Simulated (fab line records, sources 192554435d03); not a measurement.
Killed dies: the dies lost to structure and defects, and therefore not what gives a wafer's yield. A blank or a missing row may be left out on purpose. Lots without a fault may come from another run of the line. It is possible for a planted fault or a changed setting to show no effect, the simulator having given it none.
Chamber matching | flow n5 finfet | rie diel-02 running N5_BEOL_M11_ETCH_65: 4 sister chambers
The step etches SiARC in CF4, target depth 39 nm, time 65 s. 8 wafers are shown with their chamber, then 11 later ones without.

EACH WAFER AND ITS CHAMBER
wafer  | chamber | drypump motor current A (A) | showerhead plenum p Torr (Torr)
L076.5 | 2       | 5.6                         | 2.14
L077.5 | 2       | 5.6                         | 2.14
L087.5 | 1       | 5.9                         | 2.27
L087.6 | 3       | 4.7                         | 2.12
L085.2 | 3       | 4.8                         | 2.12
L085.5 | 1       | 5.9                         | 2.27
L085.6 | 0       | 6.0                         | 2.11
L089.1 | 0       | 6.0                         | 2.10

WAFERS WITH NO CHAMBER GIVEN
wafer  | drypump motor current A (A) | showerhead plenum p Torr (Torr)
L089.4 | 5.6                         | 2.13
L089.6 | 4.7                         | 2.12
L091.1 | 5.9                         | 2.26
L091.4 | 6.1                         | 2.10
L091.5 | 5.9                         | 2.26
L092.1 | 5.6                         | 2.13
L092.4 | 5.9                         | 2.26
L092.5 | 6.0                         | 2.10
L093.1 | 6.0                         | 2.10
L093.4 | 4.8                         | 2.12
L093.6 | 4.8                         | 2.12

EACH ONE'S CHAMBER
wafer  | from the rows above | in truth
L089.4 | 2                   | 2
L089.6 | 3                   | 3
L091.1 | 1                   | 1
L091.4 | 0                   | 0
L091.5 | 1                   | 1
L092.1 | 2                   | 2
L092.4 | 1                   | 1
L092.5 | 0                   | 0
L093.1 | 0                   | 0
L093.4 | 3                   | 3
L093.6 | 3                   | 3
Correct placement for 11 of the 11. Number that these rows cannot place: 0. Placed wrongly: 0.
How it was worked out, from the rows above alone: a wafer's distance from a chamber is the root of the sum, over the readings, of the square of ((its reading less the chamber's mean) divided by the reading's scatter). If the next closest chamber is less than 2 further off than the closest, the wafer can't be placed; otherwise it belongs to the closest. For every chamber, the mean is computed from those of its wafers that are shown. How the scatter is found: for the shown wafers, subtract from each reading the mean of its chamber, square and add these, divide the total by (wafers less chambers), then take the root.
